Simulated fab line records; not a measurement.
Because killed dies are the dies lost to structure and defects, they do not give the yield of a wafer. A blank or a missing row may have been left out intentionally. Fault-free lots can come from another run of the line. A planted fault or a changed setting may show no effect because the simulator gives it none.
Matching of chambers / flow n5Finfet / rieDiel-06 running N5_BEOL_M9_ETCH_66: 4 sister chambers
The step etches SOC in N2/H2, target depth 80 nm, overetch 16 nm, time 120 s. 4 wafers are shown with their chamber, then 12 later ones without.

## WAFERS WITH THEIR CHAMBER
wafer=L080.6; chamber=1; showerheadPlenumPTorr (Torr)=2.70
wafer=L083.2; chamber=3; showerheadPlenumPTorr (Torr)=2.48
wafer=L083.3; chamber=2; showerheadPlenumPTorr (Torr)=2.55
wafer=L083.6; chamber=0; showerheadPlenumPTorr (Torr)=2.51

## WAFERS WHOSE CHAMBER IS MISSING
wafer=L081.3; showerheadPlenumPTorr (Torr)=2.51
wafer=L081.5; showerheadPlenumPTorr (Torr)=2.55
wafer=L081.6; showerheadPlenumPTorr (Torr)=2.48
wafer=L089.3; showerheadPlenumPTorr (Torr)=2.48
wafer=L089.4; showerheadPlenumPTorr (Torr)=2.69
wafer=L089.5; showerheadPlenumPTorr (Torr)=2.55
wafer=L094.1; showerheadPlenumPTorr (Torr)=2.54
wafer=L094.2; showerheadPlenumPTorr (Torr)=2.47
wafer=L094.3; showerheadPlenumPTorr (Torr)=2.69
wafer=L096.4; showerheadPlenumPTorr (Torr)=2.46
wafer=L096.5; showerheadPlenumPTorr (Torr)=2.50
wafer=L096.6; showerheadPlenumPTorr (Torr)=2.68

## CHAMBER TAKEN BY EACH
wafer=L081.3; from the rows above=0; in truth=0
wafer=L081.5; from the rows above=2; in truth=2
wafer=L081.6; from the rows above=3; in truth=3
wafer=L089.3; from the rows above=3; in truth=3
wafer=L089.4; from the rows above=1; in truth=1
wafer=L089.5; from the rows above=2; in truth=2
wafer=L094.1; from the rows above=can't be placed: 2 or 0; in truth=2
wafer=L094.2; from the rows above=3; in truth=3
wafer=L094.3; from the rows above=1; in truth=1
wafer=L096.4; from the rows above=3; in truth=3
wafer=L096.5; from the rows above=can't be placed: 0 or 3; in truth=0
wafer=L096.6; from the rows above=1; in truth=1
Placed correctly: 10 of 12. Unplaceable from these rows: 2, with the true chamber sitting among the candidates in 2. Placed wrongly: 0.
How it was worked out, from the rows above alone: a wafer's distance from a chamber is the root of the sum, over the readings, of the square of ((its reading less the chamber's mean) divided by the reading's scatter). The wafer belongs to the nearest chamber; if the next one is less than 2 further off, it can't be placed. Each chamber's mean is taken over the wafers shown for it. The scatter (one wafer shown for each chamber): square how far every hidden wafer sits from the nearest shown wafer, average those squares and take the square root.
